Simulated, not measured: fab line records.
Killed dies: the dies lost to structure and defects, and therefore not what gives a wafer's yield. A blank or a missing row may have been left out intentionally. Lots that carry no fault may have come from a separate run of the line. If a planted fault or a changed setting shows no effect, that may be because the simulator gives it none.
fab line records :: flow nand_harc
[record]
  lots = 6
  wafers = 18
  last_day = 34
route steps=1302 shown P_M0@265
lots untouched by any fault: they come from a run of this same line in which no faults occurred
start_h: start of the lot's first displayed wafer, in hours after the record's first day :: wait_h: hours from the lot's prior step to this one :: " the same as in the row above :: L1.1+2: a single row standing in for several wafers :: - no value present, or no start provided :: * or withheld: withheld :: < > ~ a bound
route shown NAME@n: NAME is a module with steps in the file, n the number in the route of the first one :: usual: mean/standard deviation taken from wafers without a fault :: same: alike in all rows :: chamber/n: place in a boat :: sites: each site's reading :: _std_site: their standard deviation :: _edge_site: inner sites' mean taken away from outer sites' mean :: radius_mm: how far each site lies from the wafer's centre :: mask NAME#n: copy n :: behind: the last tool/chamber to shape the wafer :: hold: why the lot was held/for how many hours/how that ended :: device: the n, p or np transistor that did not switch :: end of line: at the end of the route, the tests of the same wafers :: step lacking rows: just its recipe :: killed: dies that structure and defects cost at the first sort, which is not the same as the wafer's yield :: map: shows each die of a wafer: x if killed, . if not, _ if none is there
set.NAME: the run value of the setting; set.NAME@STEP: its run value at that earlier step :: model.NAME: the simulator's own value behind a step, which no gauge read
lots at selected steps of the route; one table per step, one row per wafer
services: the hour from which a tool's chamber was out of use, counted from the record's first day as start_h (under 0 if before that day), plus the number of hours and why
[[steps]]
[step NHARC_P_M0_INSPECT_11]
[usual]
  raw_defect_count = 3.8/2.3
lot.wafer: L711.4
tool: defect_inspect-02
chamber: -
start_h: 126.50
wait_h: 0.0
raw_defect_count: 2

lot.wafer: L711.5
tool: defect_inspect-02
chamber: -
start_h: 126.50
wait_h: 0.0
raw_defect_count: 5

lot.wafer: L711.6
tool: defect_inspect-02
chamber: -
start_h: 126.50
wait_h: 0.0
raw_defect_count: 3

lot.wafer: L714.4
tool: defect_inspect-01
chamber: -
start_h: 151.79
wait_h: 0.0
raw_defect_count: 4

lot.wafer: L714.5
tool: defect_inspect-01
chamber: -
start_h: 151.79
wait_h: 0.0
raw_defect_count: 1

lot.wafer: L714.6
tool: defect_inspect-01
chamber: -
start_h: 151.79
wait_h: 0.0
raw_defect_count: 3

lot.wafer: L728.2
tool: defect_inspect-02
chamber: -
start_h: 293.00
wait_h: 0.0
raw_defect_count: 2

lot.wafer: L728.5
tool: defect_inspect-02
chamber: -
start_h: 293.00
wait_h: 0.0
raw_defect_count: 5

lot.wafer: L728.6
tool: defect_inspect-02
chamber: -
start_h: 293.00
wait_h: 0.0
raw_defect_count: 5

lot.wafer: L729.2
tool: defect_inspect-02
chamber: -
start_h: 300.56
wait_h: 0.0
raw_defect_count: 2

lot.wafer: L729.3
tool: defect_inspect-02
chamber: -
start_h: 300.56
wait_h: 0.0
raw_defect_count: 3

lot.wafer: L729.4
tool: defect_inspect-02
chamber: -
start_h: 300.56
wait_h: 0.0
raw_defect_count: 3

lot.wafer: L733.1
tool: defect_inspect-01
chamber: -
start_h: 340.01
wait_h: 0.0
raw_defect_count: 3

lot.wafer: L733.2
tool: defect_inspect-01
chamber: -
start_h: 340.01
wait_h: 0.0
raw_defect_count: 2

lot.wafer: L733.6
tool: defect_inspect-01
chamber: -
start_h: 340.01
wait_h: 0.0
raw_defect_count: 5

lot.wafer: L734.2
tool: defect_inspect-01
chamber: -
start_h: 350.19
wait_h: 0.0
raw_defect_count: 7

lot.wafer: L734.3
tool: defect_inspect-01
chamber: -
start_h: 350.19
wait_h: 0.0
raw_defect_count: 6

lot.wafer: L734.6
tool: defect_inspect-01
chamber: -
start_h: 350.19
wait_h: 0.0
raw_defect_count: 1
[step NHARC_P_M0_DESCUM_14]
[recipe]
  time_s = 3
  o2_flow_sccm = 200
  ar_flow_sccm = 0
  bias_power_w = 0
  chemistry = O2
[usual]
  drypump_motor_current_A = 5.7/0.42
  oes_product_au = 1.001/0.007
  rf_vpp_V = 57.7/0.99
  showerhead_plenum_p_Torr = 1.87/0.089
  throttle_valve_pct = 11.310/0.0094
lot.wafer: L711.4
tool: rie_diel-01
chamber: 2
start_h: 126.57
wait_h: 0.1
drypump_motor_current_A: 6.1
oes_product_au: 1.009
rf_hours_counter_h: 25
rf_vpp_V: 56.7
showerhead_plenum_p_Torr: 1.80
throttle_valve_pct: 11.308

lot.wafer: L711.5
tool: rie_diel-01
chamber: 1
start_h: 126.57
wait_h: 0.1
drypump_motor_current_A: 5.4
oes_product_au: 0.984
rf_hours_counter_h: -
rf_vpp_V: 57.5
showerhead_plenum_p_Torr: 1.89
throttle_valve_pct: 11.323

lot.wafer: L711.6
tool: rie_diel-01
chamber: 2
start_h: 126.57
wait_h: 0.1
drypump_motor_current_A: 6.1
oes_product_au: 0.999
rf_hours_counter_h: -
rf_vpp_V: 57.3
showerhead_plenum_p_Torr: 1.80
throttle_valve_pct: 11.305

lot.wafer: L714.4
tool: rie_diel-04
chamber: 3
start_h: 151.90
wait_h: 0.1
drypump_motor_current_A: 5.5
oes_product_au: 0.982
rf_hours_counter_h: 46
rf_vpp_V: 58.3
showerhead_plenum_p_Torr: 1.78
throttle_valve_pct: 11.319

lot.wafer: L714.6
tool: rie_diel-04
chamber: 0
start_h: 151.90
wait_h: 0.1
drypump_motor_current_A: 6.2
oes_product_au: 0.997
rf_hours_counter_h: -
rf_vpp_V: 58.0
showerhead_plenum_p_Torr: 1.84
throttle_valve_pct: 11.312

lot.wafer: L714.5
tool: rie_diel-04
chamber: 1
start_h: 151.90
wait_h: 0.1
drypump_motor_current_A: 6.3
oes_product_au: 0.990
rf_hours_counter_h: -
rf_vpp_V: 57.6
showerhead_plenum_p_Torr: 1.88
throttle_valve_pct: 11.298

lot.wafer: L728.2
tool: rie_diel-05
chamber: 1
start_h: 293.07
wait_h: 0.1
drypump_motor_current_A: 5.1
oes_product_au: 1.015
rf_hours_counter_h: 7
rf_vpp_V: 57.5
showerhead_plenum_p_Torr: 2.04
throttle_valve_pct: 11.312

lot.wafer: L728.5
tool: rie_diel-05
chamber: 0
start_h: 293.07
wait_h: 0.1
drypump_motor_current_A: 6.0
oes_product_au: 0.999
rf_hours_counter_h: -
rf_vpp_V: 58.0
showerhead_plenum_p_Torr: 1.91
throttle_valve_pct: 11.314

lot.wafer: L728.6
tool: rie_diel-05
chamber: 1
start_h: 293.07
wait_h: 0.1
drypump_motor_current_A: 5.1
oes_product_au: 1.005
rf_hours_counter_h: -
rf_vpp_V: 59.1
showerhead_plenum_p_Torr: 2.04
throttle_valve_pct: 11.298

lot.wafer: L729.2
tool: rie_diel-05
chamber: 2
start_h: 300.62
wait_h: 0.1
drypump_motor_current_A: 5.8
oes_product_au: 1.010
rf_hours_counter_h: 10
rf_vpp_V: 57.2
showerhead_plenum_p_Torr: 1.82
throttle_valve_pct: 11.325

lot.wafer: L729.3
tool: rie_diel-05
chamber: 3
start_h: 300.62
wait_h: 0.1
drypump_motor_current_A: 5.2
oes_product_au: 0.997
rf_hours_counter_h: 8
rf_vpp_V: 59.0
showerhead_plenum_p_Torr: 1.77
throttle_valve_pct: 11.305

lot.wafer: L729.4
tool: rie_diel-05
chamber: 1
start_h: 300.62
wait_h: 0.1
drypump_motor_current_A: 5.0
oes_product_au: 0.996
rf_hours_counter_h: 9
rf_vpp_V: 58.6
showerhead_plenum_p_Torr: 2.04
throttle_valve_pct: 11.298

lot.wafer: L733.1
tool: rie_diel-04
chamber: 3
start_h: 340.08
wait_h: 0.1
drypump_motor_current_A: 5.4
oes_product_au: 0.997
rf_hours_counter_h: 49
rf_vpp_V: 56.8
showerhead_plenum_p_Torr: 1.76
throttle_valve_pct: 11.308

lot.wafer: L733.2
tool: rie_diel-04
chamber: 0
start_h: 340.08
wait_h: 0.1
drypump_motor_current_A: 6.2
oes_product_au: 1.000
rf_hours_counter_h: 51
rf_vpp_V: 58.9
showerhead_plenum_p_Torr: 1.82
throttle_valve_pct: 11.309

lot.wafer: L733.6
tool: rie_diel-04
chamber: 3
start_h: 340.08
wait_h: 0.1
drypump_motor_current_A: 5.4
oes_product_au: 1.001
rf_hours_counter_h: -
rf_vpp_V: 56.9
showerhead_plenum_p_Torr: 1.76
throttle_valve_pct: 11.304

lot.wafer: L734.3
tool: rie_diel-05
chamber: 1
start_h: 350.26
wait_h: 0.1
drypump_motor_current_A: 5.1
oes_product_au: 0.997
rf_hours_counter_h: 16
rf_vpp_V: 57.8
showerhead_plenum_p_Torr: 2.04
throttle_valve_pct: 11.310

lot.wafer: L734.2
tool: rie_diel-05
chamber: 3
start_h: 350.26
wait_h: 0.1
drypump_motor_current_A: 5.2
oes_product_au: 0.999
rf_hours_counter_h: 17
rf_vpp_V: 58.0
showerhead_plenum_p_Torr: 1.77
throttle_valve_pct: 11.291

lot.wafer: L734.6
tool: rie_diel-05
chamber: 1
start_h: 350.26
wait_h: 0.1
drypump_motor_current_A: 5.0
oes_product_au: 0.997
rf_hours_counter_h: -
rf_vpp_V: 59.1
showerhead_plenum_p_Torr: 2.04
throttle_valve_pct: 11.325
[step NHARC_P_M0_ETCH_34]
[recipe]
  target_depth_a = 400
  overetch_a = 120
  time_s = 43.94
  ion_energy_ev = 200
  n2_flow_sccm = 150
  h2_flow_sccm = 150
  ar_flow_sccm = 0
  rf_w = 400
  bias_w = 150
  chemistry = N2/H2
[step NHARC_P_M0_ETCH_15]
[recipe]
  target_depth_a = 1500
  overetch_a = 150
  time_s = 82.5
  c4f8_flow_sccm = withheld
  ar_flow_sccm = 400
  rf_w = 600
  bias_w = 300
  chemistry = C4F8/Ar
[usual]
  oes_product_au = 0.958/0.021
  rf_vpp_V = 439.2/2.9
lot.wafer: L711.4
tool: rie_diel-01
chamber: 2
start_h: -
wait_h: -
oes_product_au: 0.949
rf_hours_counter_h: 25
rf_vpp_V: 437.3

lot.wafer: L711.5
tool: rie_diel-01
chamber: 3
start_h: -
wait_h: -
oes_product_au: 0.977
rf_hours_counter_h: -
rf_vpp_V: 437.8

lot.wafer: L711.6
tool: rie_diel-01
chamber: 0
start_h: -
wait_h: -
oes_product_au: 0.980
rf_hours_counter_h: -
rf_vpp_V: 438.1

lot.wafer: L714.4
tool: rie_diel-04
chamber: 1
start_h: -
wait_h: -
oes_product_au: 0.926
rf_hours_counter_h: 50
rf_vpp_V: 440.0

lot.wafer: L714.5
tool: rie_diel-04
chamber: 0
start_h: -
wait_h: -
oes_product_au: 0.928
rf_hours_counter_h: -
rf_vpp_V: 439.1

lot.wafer: L714.6
tool: rie_diel-04
chamber: 1
start_h: -
wait_h: -
oes_product_au: 0.922
rf_hours_counter_h: -
rf_vpp_V: 440.4

lot.wafer: L728.2
tool: rie_diel-05
chamber: 3
start_h: -
wait_h: -
oes_product_au: 0.971
rf_hours_counter_h: 6
rf_vpp_V: 436.5

lot.wafer: L728.6
tool: rie_diel-05
chamber: 2
start_h: -
wait_h: -
oes_product_au: 0.983
rf_hours_counter_h: -
rf_vpp_V: 438.5

lot.wafer: L728.5
tool: rie_diel-05
chamber: 3
start_h: -
wait_h: -
oes_product_au: 0.978
rf_hours_counter_h: -
rf_vpp_V: 435.0

lot.wafer: L729.3
tool: rie_diel-05
chamber: 0
start_h: -
wait_h: -
oes_product_au: 0.966
rf_hours_counter_h: 8
rf_vpp_V: 440.3

lot.wafer: L729.2
tool: rie_diel-05
chamber: 1
start_h: -
wait_h: -
oes_product_au: 0.978
rf_hours_counter_h: 9
rf_vpp_V: 444.1

lot.wafer: L729.4
tool: rie_diel-05
chamber: 3
start_h: -
wait_h: -
oes_product_au: 0.964
rf_hours_counter_h: 8
rf_vpp_V: 437.3

lot.wafer: L733.1
tool: rie_diel-04
chamber: 3
start_h: -
wait_h: -
oes_product_au: 0.914
rf_hours_counter_h: 49
rf_vpp_V: 436.0

lot.wafer: L733.2
tool: rie_diel-04
chamber: 0
start_h: -
wait_h: -
oes_product_au: 0.921
rf_hours_counter_h: 52
rf_vpp_V: 438.2

lot.wafer: L733.6
tool: rie_diel-04
chamber: 3
start_h: -
wait_h: -
oes_product_au: 0.922
rf_hours_counter_h: -
rf_vpp_V: 436.1

lot.wafer: L734.2
tool: rie_diel-05
chamber: 0
start_h: -
wait_h: -
oes_product_au: 0.958
rf_hours_counter_h: 16
rf_vpp_V: 441.1

lot.wafer: L734.3
tool: rie_diel-05
chamber: 2
start_h: -
wait_h: -
oes_product_au: 0.985
rf_hours_counter_h: 17
rf_vpp_V: 438.1

lot.wafer: L734.6
tool: rie_diel-05
chamber: 3
start_h: -
wait_h: -
oes_product_au: 0.979
rf_hours_counter_h: -
rf_vpp_V: 434.3
[step NHARC_P_M0_CD_MEAS_16]
[usual]
  cd_nm = 89.9/0.57
lot.wafer: L711.4
tool: cd_sem-02
chamber: -
start_h: 126.87
wait_h: -
cd_nm: 90.0

lot.wafer: L711.5
tool: cd_sem-02
chamber: -
start_h: 126.87
wait_h: -
cd_nm: 89.7

lot.wafer: L711.6
tool: cd_sem-02
chamber: -
start_h: 126.87
wait_h: -
cd_nm: 89.6

lot.wafer: L714.4
tool: cd_sem-02
chamber: -
start_h: 152.33
wait_h: -
cd_nm: 90.5

lot.wafer: L714.5
tool: cd_sem-02
chamber: -
start_h: 152.33
wait_h: -
cd_nm: 90.6

lot.wafer: L714.6
tool: cd_sem-02
chamber: -
start_h: 152.33
wait_h: -
cd_nm: 89.9

lot.wafer: L728.2
tool: cd_sem-01
chamber: -
start_h: 293.36
wait_h: -
cd_nm: 90.7

lot.wafer: L728.5
tool: cd_sem-01
chamber: -
start_h: 293.36
wait_h: -
cd_nm: 90.0

lot.wafer: L728.6
tool: cd_sem-01
chamber: -
start_h: 293.36
wait_h: -
cd_nm: 89.4

lot.wafer: L729.2
tool: cd_sem-02
chamber: -
start_h: 300.93
wait_h: -
cd_nm: 89.0

lot.wafer: L729.3
tool: cd_sem-02
chamber: -
start_h: 300.93
wait_h: -
cd_nm: 89.5

lot.wafer: L729.4
tool: cd_sem-02
chamber: -
start_h: 300.93
wait_h: -
cd_nm: 89.5

lot.wafer: L733.1
tool: cd_sem-02
chamber: -
start_h: 340.45
wait_h: -
cd_nm: 89.8

lot.wafer: L733.2
tool: cd_sem-02
chamber: -
start_h: 340.45
wait_h: -
cd_nm: 88.6

lot.wafer: L733.6
tool: cd_sem-02
chamber: -
start_h: 340.45
wait_h: -
cd_nm: 90.2

lot.wafer: L734.2
tool: cd_sem-02
chamber: -
start_h: 350.55
wait_h: -
cd_nm: 89.3

lot.wafer: L734.3
tool: cd_sem-02
chamber: -
start_h: 350.55
wait_h: -
cd_nm: 89.1

lot.wafer: L734.6
tool: cd_sem-02
chamber: -
start_h: 350.55
wait_h: -
cd_nm: 90.4
[step NHARC_P_M0_STRIP_18]
[recipe]
  power_w = 1000
  n2_flow_sccm = 150
  h2_flow_sccm = 150
  ar_flow_sccm = 0
  bias_w = 0
  chemistry = N2/H2
[step NHARC_P_M0_STRIP_19]
[recipe]
  time_s = 600
  temp_c = 30
  chemistry = post_etch_residue_remover
[step NHARC_P_M0_DEGAS_28]
[recipe]
  temp_c = 250
  time_s = 60
[usual]
  heater_power_w = 335/31
lot.wafer: L711.4
tool: pvd_sputter-02
chamber: -
start_h: 127.48
wait_h: -
heater_power_w: 298

lot.wafer: L711.5
tool: pvd_sputter-02
chamber: -
start_h: 127.48
wait_h: -
heater_power_w: 296

lot.wafer: L711.6
tool: pvd_sputter-02
chamber: -
start_h: 127.48
wait_h: -
heater_power_w: 350

lot.wafer: L714.4
tool: pvd_sputter-03
chamber: -
start_h: 153.00
wait_h: -
heater_power_w: 321

lot.wafer: L714.6
tool: pvd_sputter-03
chamber: -
start_h: 153.00
wait_h: -
heater_power_w: 321

lot.wafer: L714.5
tool: pvd_sputter-03
chamber: -
start_h: 153.00
wait_h: -
heater_power_w: 345

lot.wafer: L728.2
tool: pvd_sputter-01
chamber: -
start_h: 293.99
wait_h: -
heater_power_w: 287

lot.wafer: L728.5
tool: pvd_sputter-01
chamber: -
start_h: 293.99
wait_h: -
heater_power_w: 408

lot.wafer: L728.6
tool: pvd_sputter-01
chamber: -
start_h: 293.99
wait_h: -
heater_power_w: 347

lot.wafer: L729.3
tool: pvd_sputter-02
chamber: -
start_h: 301.55
wait_h: -
heater_power_w: 369

lot.wafer: L729.4
tool: pvd_sputter-02
chamber: -
start_h: 301.55
wait_h: -
heater_power_w: 332

lot.wafer: L729.2
tool: pvd_sputter-02
chamber: -
start_h: 301.55
wait_h: -
heater_power_w: 312

lot.wafer: L733.1
tool: pvd_sputter-01
chamber: -
start_h: 341.25
wait_h: -
heater_power_w: 417

lot.wafer: L733.2
tool: pvd_sputter-01
chamber: -
start_h: 341.25
wait_h: -
heater_power_w: 301

lot.wafer: L733.6
tool: pvd_sputter-01
chamber: -
start_h: 341.25
wait_h: -
heater_power_w: 289

lot.wafer: L734.2
tool: pvd_sputter-02
chamber: -
start_h: 351.44
wait_h: -
heater_power_w: 376

lot.wafer: L734.3
tool: pvd_sputter-02
chamber: -
start_h: 351.44
wait_h: -
heater_power_w: 341

lot.wafer: L734.6
tool: pvd_sputter-02
chamber: -
start_h: 351.44
wait_h: -
heater_power_w: 359
[step NHARC_P_M0_PRE_CLEAN_29]
[recipe]
  time_s = 30
  temp_c = 280
  gas = H2/He
[step NHARC_P_M0_PVD_20]
[recipe]
  target_thk_a = 50
  bias_v = 168.6
  power_w = 15000
  chamber_pressure_pa = 0.12
  time_s = 8.06
  substrate_temp_c = 50
  material = TaN
[step NHARC_P_M0_PVD_21]
[recipe]
  target_thk_a = 300
  chamber_pressure_pa = 5
  power_w = 5000
  substrate_temp_c = 30
  time_s = 20.49
  material = Cu
[usual]
  substrate_temp_c = 29.99/0.11
  throttle_valve_pct = 29.9/1.4
lot.wafer: L711.4
tool: pvd_sputter-02
chamber: -
start_h: -
wait_h: -
substrate_temp_c: 30.03
throttle_valve_pct: 27.5

lot.wafer: L711.6
tool: pvd_sputter-02
chamber: -
start_h: -
wait_h: -
substrate_temp_c: 30.19
throttle_valve_pct: 29.2

lot.wafer: L711.5
tool: pvd_sputter-02
chamber: -
start_h: -
wait_h: -
substrate_temp_c: 29.97
throttle_valve_pct: 32.3

lot.wafer: L714.4
tool: pvd_sputter-03
chamber: -
start_h: -
wait_h: -
substrate_temp_c: 29.70
throttle_valve_pct: 30.5

lot.wafer: L714.5
tool: pvd_sputter-03
chamber: -
start_h: -
wait_h: -
substrate_temp_c: 29.98
throttle_valve_pct: 30.5

lot.wafer: L714.6
tool: pvd_sputter-03
chamber: -
start_h: -
wait_h: -
substrate_temp_c: 29.92
throttle_valve_pct: 31.9

lot.wafer: L728.2
tool: pvd_sputter-01
chamber: -
start_h: -
wait_h: -
substrate_temp_c: 30.04
throttle_valve_pct: 31.5

lot.wafer: L728.5
tool: pvd_sputter-01
chamber: -
start_h: -
wait_h: -
substrate_temp_c: 29.92
throttle_valve_pct: 31.4

lot.wafer: L728.6
tool: pvd_sputter-01
chamber: -
start_h: -
wait_h: -
substrate_temp_c: 29.94
throttle_valve_pct: 29.2

lot.wafer: L729.4
tool: pvd_sputter-02
chamber: -
start_h: -
wait_h: -
substrate_temp_c: 29.97
throttle_valve_pct: 27.0

lot.wafer: L729.3
tool: pvd_sputter-02
chamber: -
start_h: -
wait_h: -
substrate_temp_c: 30.05
throttle_valve_pct: 29.7

lot.wafer: L729.2
tool: pvd_sputter-02
chamber: -
start_h: -
wait_h: -
substrate_temp_c: 30.17
throttle_valve_pct: 29.6

lot.wafer: L733.2
tool: pvd_sputter-01
chamber: -
start_h: -
wait_h: -
substrate_temp_c: 30.06
throttle_valve_pct: 31.0

lot.wafer: L733.1
tool: pvd_sputter-01
chamber: -
start_h: -
wait_h: -
substrate_temp_c: 30.03
throttle_valve_pct: 29.3

lot.wafer: L733.6
tool: pvd_sputter-01
chamber: -
start_h: -
wait_h: -
substrate_temp_c: 30.13
throttle_valve_pct: 28.5

lot.wafer: L734.3
tool: pvd_sputter-02
chamber: -
start_h: -
wait_h: -
substrate_temp_c: 30.14
throttle_valve_pct: 29.8

lot.wafer: L734.2
tool: pvd_sputter-02
chamber: -
start_h: -
wait_h: -
substrate_temp_c: 29.90
throttle_valve_pct: 27.2

lot.wafer: L734.6
tool: pvd_sputter-02
chamber: -
start_h: -
wait_h: -
substrate_temp_c: 29.99
throttle_valve_pct: 29.6
[step NHARC_P_M0_ECD_22]
[recipe]
  target_thk_a = 4000
  bath_temp_c = 25
  material = Cu
[step NHARC_P_M0_ANNEAL_30]
[recipe]
  temp_c = 225
  time_s = 90
[usual]
  anneal_temp_c = 225.05/0.16
  anneal_temp_c_max = 226.24/0.24
  wafer_temp_C_max = 225.93/0.29
lot.wafer: L711.4
tool: rtp_anneal-01
chamber: 0
start_h: 128.40
wait_h: 0.4
anneal_temp_c: 225.01
anneal_temp_c_max: 226.19
wafer_temp_C_max: 226.03

lot.wafer: L711.5
tool: rtp_anneal-01
chamber: 0
start_h: 128.40
wait_h: 0.4
anneal_temp_c: 225.25
anneal_temp_c_max: 226.54
wafer_temp_C_max: 225.97

lot.wafer: L711.6
tool: rtp_anneal-01
chamber: 0
start_h: 128.40
wait_h: 0.4
anneal_temp_c: 225.16
anneal_temp_c_max: 226.28
wafer_temp_C_max: 225.70

lot.wafer: L714.4
tool: rtp_anneal-01
chamber: 0
start_h: 153.88
wait_h: 0.4
anneal_temp_c: 225.31
anneal_temp_c_max: 226.72
wafer_temp_C_max: 226.28

lot.wafer: L714.5
tool: rtp_anneal-01
chamber: 0
start_h: 153.88
wait_h: 0.4
anneal_temp_c: 225.07
anneal_temp_c_max: 226.28
wafer_temp_C_max: 226.15

lot.wafer: L714.6
tool: rtp_anneal-01
chamber: 0
start_h: 153.88
wait_h: 0.4
anneal_temp_c: 225.42
anneal_temp_c_max: 226.48
wafer_temp_C_max: 226.27

lot.wafer: L728.2
tool: rtp_anneal-02
chamber: -
start_h: 294.87
wait_h: 0.4
anneal_temp_c: -
anneal_temp_c_max: -
wafer_temp_C_max: -

lot.wafer: L728.5
tool: rtp_anneal-02
chamber: -
start_h: 294.87
wait_h: 0.4
anneal_temp_c: -
anneal_temp_c_max: -
wafer_temp_C_max: -

lot.wafer: L728.6
tool: rtp_anneal-02
chamber: -
start_h: 294.87
wait_h: 0.4
anneal_temp_c: -
anneal_temp_c_max: -
wafer_temp_C_max: -

lot.wafer: L729.2
tool: rtp_anneal-01
chamber: -
start_h: 302.33
wait_h: 0.3
anneal_temp_c: -
anneal_temp_c_max: -
wafer_temp_C_max: -

lot.wafer: L729.3
tool: rtp_anneal-01
chamber: -
start_h: 302.33
wait_h: 0.3
anneal_temp_c: -
anneal_temp_c_max: -
wafer_temp_C_max: -

lot.wafer: L729.4
tool: rtp_anneal-01
chamber: -
start_h: 302.33
wait_h: 0.3
anneal_temp_c: -
anneal_temp_c_max: -
wafer_temp_C_max: -

lot.wafer: L733.1
tool: rtp_anneal-02
chamber: 0
start_h: 341.98
wait_h: 0.3
anneal_temp_c: 224.97
anneal_temp_c_max: 226.55
wafer_temp_C_max: 225.67

lot.wafer: L733.2
tool: rtp_anneal-02
chamber: 0
start_h: 341.98
wait_h: 0.3
anneal_temp_c: 224.86
anneal_temp_c_max: 225.86
wafer_temp_C_max: 225.86

lot.wafer: L733.6
tool: rtp_anneal-02
chamber: 0
start_h: 341.98
wait_h: 0.3
anneal_temp_c: 225.24
anneal_temp_c_max: 226.30
wafer_temp_C_max: 225.66

lot.wafer: L734.2
tool: rtp_anneal-01
chamber: 0
start_h: 352.63
wait_h: -
anneal_temp_c: 225.10
anneal_temp_c_max: 226.94
wafer_temp_C_max: 226.36

lot.wafer: L734.3
tool: rtp_anneal-01
chamber: 0
start_h: 352.63
wait_h: -
anneal_temp_c: 225.14
anneal_temp_c_max: 226.25
wafer_temp_C_max: 225.91

lot.wafer: L734.6
tool: rtp_anneal-01
chamber: 0
start_h: 352.63
wait_h: -
anneal_temp_c: 225.02
anneal_temp_c_max: 226.70
wafer_temp_C_max: 226.29
[step NHARC_P_M0_CMP_23]
[recipe]
  t_overpolish_s = 20
  target_thk_nm = 117.54
[usual]
  motor_current_A = 11.7/1.1
  time_to_endpoint_s = 27.8/2.6
lot.wafer: L711.4
tool: cmp-04
chamber: 2
start_h: 128.64
wait_h: -
motor_current_A: 11.3
time_to_endpoint_s: 28.5

lot.wafer: L711.5
tool: cmp-04
chamber: 0
start_h: 128.64
wait_h: -
motor_current_A: 13.9
time_to_endpoint_s: 31.7

lot.wafer: L711.6
tool: cmp-04
chamber: 1
start_h: 128.64
wait_h: -
motor_current_A: 10.7
time_to_endpoint_s: 30.3

lot.wafer: L714.4
tool: cmp-01
chamber: 2
start_h: 154.10
wait_h: -
motor_current_A: 11.6
time_to_endpoint_s: 30.0

lot.wafer: L714.5
tool: cmp-01
chamber: 1
start_h: 154.10
wait_h: -
motor_current_A: 11.5
time_to_endpoint_s: 28.4

lot.wafer: L714.6
tool: cmp-01
chamber: 2
start_h: 154.10
wait_h: -
motor_current_A: 11.0
time_to_endpoint_s: 29.5

lot.wafer: L728.2
tool: cmp-03
chamber: 2
start_h: 295.19
wait_h: -
motor_current_A: 10.6
time_to_endpoint_s: 29.7

lot.wafer: L728.6
tool: cmp-03
chamber: 1
start_h: 295.19
wait_h: -
motor_current_A: 12.3
time_to_endpoint_s: 29.8

lot.wafer: L728.5
tool: cmp-03
chamber: 2
start_h: 295.19
wait_h: -
motor_current_A: 10.4
time_to_endpoint_s: 27.0

lot.wafer: L729.2
tool: cmp-04
chamber: 2
start_h: 302.65
wait_h: -
motor_current_A: 10.4
time_to_endpoint_s: 25.8

lot.wafer: L729.3
tool: cmp-04
chamber: 3
start_h: 302.65
wait_h: -
motor_current_A: 10.8
time_to_endpoint_s: 27.5

lot.wafer: L729.4
tool: cmp-04
chamber: 0
start_h: 302.65
wait_h: -
motor_current_A: 13.5
time_to_endpoint_s: 26.4

lot.wafer: L733.1
tool: cmp-03
chamber: 3
start_h: 342.38
wait_h: -
motor_current_A: 12.8
time_to_endpoint_s: 25.7

lot.wafer: L733.2
tool: cmp-03
chamber: 0
start_h: 342.38
wait_h: -
motor_current_A: 11.8
time_to_endpoint_s: 25.1

lot.wafer: L733.6
tool: cmp-03
chamber: 2
start_h: 342.38
wait_h: -
motor_current_A: 11.2
time_to_endpoint_s: 22.3

lot.wafer: L734.3
tool: cmp-04
chamber: 3
start_h: 352.95
wait_h: -
motor_current_A: 11.6
time_to_endpoint_s: 29.8

lot.wafer: L734.2
tool: cmp-04
chamber: 1
start_h: 352.95
wait_h: -
motor_current_A: 10.7
time_to_endpoint_s: 29.7

lot.wafer: L734.6
tool: cmp-04
chamber: 2
start_h: 352.95
wait_h: -
motor_current_A: 11.1
time_to_endpoint_s: 26.9
[[services]]
tool: rie_diel-04
chamber: 0
start_h: 103.79
hours: 15.7
kind: repair

tool: pvd_sputter-02
chamber: -
start_h: 104.08
hours: 10.0
kind: pm

tool: cmp-03
chamber: -
start_h: 106.26
hours: 6.6
kind: repair

tool: cmp-04
chamber: -
start_h: 111.13
hours: 4.0
kind: pm

tool: pvd_sputter-02
chamber: -
start_h: 123.00
hours: 1.9
kind: repair

tool: rie_diel-01
chamber: 1
start_h: 129.90
hours: 6.6
kind: repair

tool: cmp-03
chamber: -
start_h: 136.15
hours: 0.7
kind: repair

tool: cmp-04
chamber: -
start_h: 153.57
hours: 1.4
kind: repair

tool: cmp-03
chamber: -
start_h: 162.06
hours: 4.0
kind: pm

tool: pvd_sputter-03
chamber: -
start_h: 170.91
hours: 10.0
kind: pm

tool: rie_diel-04
chamber: -
start_h: 178.24
hours: 9.0
kind: pm

tool: rie_diel-05
chamber: 1
start_h: 178.51
hours: 9.6
kind: repair

tool: rie_diel-01
chamber: -
start_h: 203.83
hours: 9.0
kind: pm

tool: cmp-04
chamber: -
start_h: 209.13
hours: 4.0
kind: pm

tool: pvd_sputter-03
chamber: -
start_h: 217.20
hours: 2.5
kind: repair

tool: pvd_sputter-01
chamber: -
start_h: 226.00
hours: 10.0
kind: pm

tool: rie_diel-05
chamber: -
start_h: 229.60
hours: 9.0
kind: pm

tool: pvd_sputter-02
chamber: -
start_h: 276.17
hours: 1.2
kind: repair

tool: pvd_sputter-02
chamber: -
start_h: 282.08
hours: 10.0
kind: pm

tool: pvd_sputter-02
chamber: -
start_h: 292.59
hours: 1.7
kind: repair

tool: rie_diel-04
chamber: 2
start_h: 304.43
hours: 5.0
kind: repair

tool: cmp-04
chamber: -
start_h: 307.13
hours: 4.0
kind: pm

tool: pvd_sputter-02
chamber: -
start_h: 317.60
hours: 2.1
kind: repair

tool: pvd_sputter-01
chamber: -
start_h: 350.29
hours: 4.9
kind: repair
[[key]]
[first_sign]
  step = NHARC_P_M0_ANNEAL_30
  reading = tool_record
  direction = missing
effect none on later readings
met_at NHARC_P_M0_ANNEAL_30
struck_wafers L728.2,L728.5,L728.6,L729.2,L729.3,L729.4
sort_left_out L728.2,L728.5,L728.6,L729.2,L729.3,L729.4
onset_between 153.88 294.87
[fault]
  kind = skipped_step_whole
  tool = rtp_anneal-01,rtp_anneal-02
  chamber = -
  onset_h = 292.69
  steps = NHARC_P_M0_ANNEAL_30
  scope = struck_lots_only
// sort_left_out: the simulated sort isn't trusted on such a fault, so these wafers' sort isn't shown, and their yield isn't known
